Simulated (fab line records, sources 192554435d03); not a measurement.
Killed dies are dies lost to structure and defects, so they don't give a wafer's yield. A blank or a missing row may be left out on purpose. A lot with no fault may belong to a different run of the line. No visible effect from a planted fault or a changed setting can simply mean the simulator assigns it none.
Lot-split experiment -- flow n5-finfet -- route with 1938 steps; 7 lots, 39 wafers read

== THE SPLIT ==
At N5_BEOL_M0_SAQP_ETCH_106 (etches SOC in N2/H2, stops on SiNx, target depth 150 nm), the setting target-depth-a was moved away from the recipe's 1500 angstrom on 12 of the 39 wafers read, by -36.3% to +56.1%. This setting was run at the recipe's value on the other wafers.

The reading is taken at the split's own step.

== THE READING ==
SOC_of_BEOL_M0_SAQP_COAT_105.thk-nm (the simulator's own value, which no gauge read), in nm, at N5_BEOL_M0_SAQP_ETCH_106 (etches SOC in N2/H2, stops on SiNx, target depth 150 nm). There is no usual value for it anywhere in the file. Here, 27 wafers ran the recipe; their average is 22.1 nm with a standard deviation of 2.1 nm.

wafer,"tool, chamber at the split","target-depth-a as run, angstrom",against the recipe,"SOC_of_BEOL_M0_SAQP_COAT_105.thk-nm, nm",against lot-mates on the recipe
L077.1,"rie-diel-06, 1,2,0",2324,+54.9%,0,-24.4
L077.4,"rie-diel-06, 1,2,0",2324,+54.9%,0,-24.4
L077.6,"rie-diel-06, 1,2,0",2324,+54.9%,0,-24.4
L077.2,"rie-diel-06, 0",1500,recipe,22.2,-
L077.3,"rie-diel-06, 3",1500,recipe,26.6,-
L077.5,"rie-diel-06, 1",1500,recipe,24.4,-
L080.1,"rie-diel-03, 2",1500,recipe,21.2,-
L080.2,"rie-diel-03, 0",1500,recipe,19.6,-
L080.3,"rie-diel-03, 3",1500,recipe,22.2,-
L080.4,"rie-diel-03, 2",1500,recipe,20.6,-
L080.5,"rie-diel-03, 0",1500,recipe,19.2,-
L080.6,"rie-diel-03, 3",1500,recipe,21.4,-
L081.1,"rie-diel-06, 2,1,3",2341,+56.1%,0,-22.1
L081.4,"rie-diel-06, 2,1,3",2341,+56.1%,0,-22.1
L081.5,"rie-diel-06, 2,1,3",2341,+56.1%,0,-22.1
L081.2,"rie-diel-06, 3",1500,recipe,25,-
L081.3,"rie-diel-06, 0",1500,recipe,20.6,-
L081.6,"rie-diel-06, 0",1500,recipe,20.6,-
L088.1,"rie-diel-03, 3,1,3",2310,+54.0%,0,-20.5
L088.3,"rie-diel-03, 3,1,3",2310,+54.0%,0,-20.5
L088.4,"rie-diel-03, 3,1,3",2310,+54.0%,0,-20.5
L088.2,"rie-diel-03, 0",1500,recipe,19,-
L088.5,"rie-diel-03, 0",1500,recipe,20.2,-
L088.6,"rie-diel-03, 1",1500,recipe,22.2,-
L093.1,"rie-diel-06, 3",1500,recipe,26.4,-
L093.2,"rie-diel-06, 1",1500,recipe,23.2,-
L093.3,"rie-diel-06, 0",1500,recipe,22,-
L093.6,"rie-diel-06, 0",1500,recipe,22,-
L093.4,"rie-diel-06, 2",1500,recipe,23.4,-
L093.5,"rie-diel-06, 1",1500,recipe,22.8,-
L094.1,"rie-diel-04, 3",1500,recipe,24.4,-
L094.3,"rie-diel-04, 1",1500,recipe,23.8,-
L094.6,"rie-diel-04, 2",1500,recipe,23.6,-
L096.1,"rie-diel-03, 1",955.9,-36.3%,50.6,+30.5
L096.2,"rie-diel-03, 0",955.9,-36.3%,48,+27.9
L096.3,"rie-diel-03, 2",955.9,-36.3%,48.6,+28.5
L096.4,"rie-diel-03, 0",1500,recipe,19.2,-
L096.5,"rie-diel-03, 1",1500,recipe,21.8,-
L096.6,"rie-diel-03, 2",1500,recipe,19.4,-
When a row names more than one chamber, that row covers several wafers, and the file does not tell which wafer ran in which chamber.

THE FIT
A straight line over all 39 wafers: SOC_of_BEOL_M0_SAQP_COAT_105.thk-nm changes by -0.465 nm for each +1% of target-depth-a; r = -0.96; the points scatter about the line by 3.4 nm.
The same after taking each lot's own level away (the mean of its wafers on the recipe; 39 wafers): -0.478 nm for each +1%; r = -0.96; scatter 3.7 nm.
That fit puts the effect of the largest move of target-depth-a on the reading at 27 nm.
The lots' own levels span 20.13 to 24.40 nm, that is 2.0 times the standard deviation above.
The two slopes are in agreement: the lot-to-lot level therefore moves the slope only a little.
Check: -25.3 nm against its lot-mates is what the line predicts for one of the wafers moved furthest among these (+56.1%) when that wafer is left out of the fit. Against them it came out at -22.1 nm.

== THE OTHER SPLITS THESE WAFERS WENT THROUGH ==
These wafers also went through other splits before the reading. Each is held against what the fit with the lots' levels taken away leaves over:
other split on the same wafers,wafers away from the commonest value,r with SOC_of_BEOL_M0_SAQP_COAT_105.thk-nm (lot level and that fit taken away)
N5_ZERO_LAYER_PECVD_02 time-s,15,-0.16
N5_FIN_SAQP_SPACER2_ALD_28 target-thk-a,6,+0.16

== THE FILE'S OWN FIT ==
SOC_of_BEOL_M0_SAQP_COAT_105.thk-nm changes by -0.455 nm for each +1% of target-depth-a, r = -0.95.
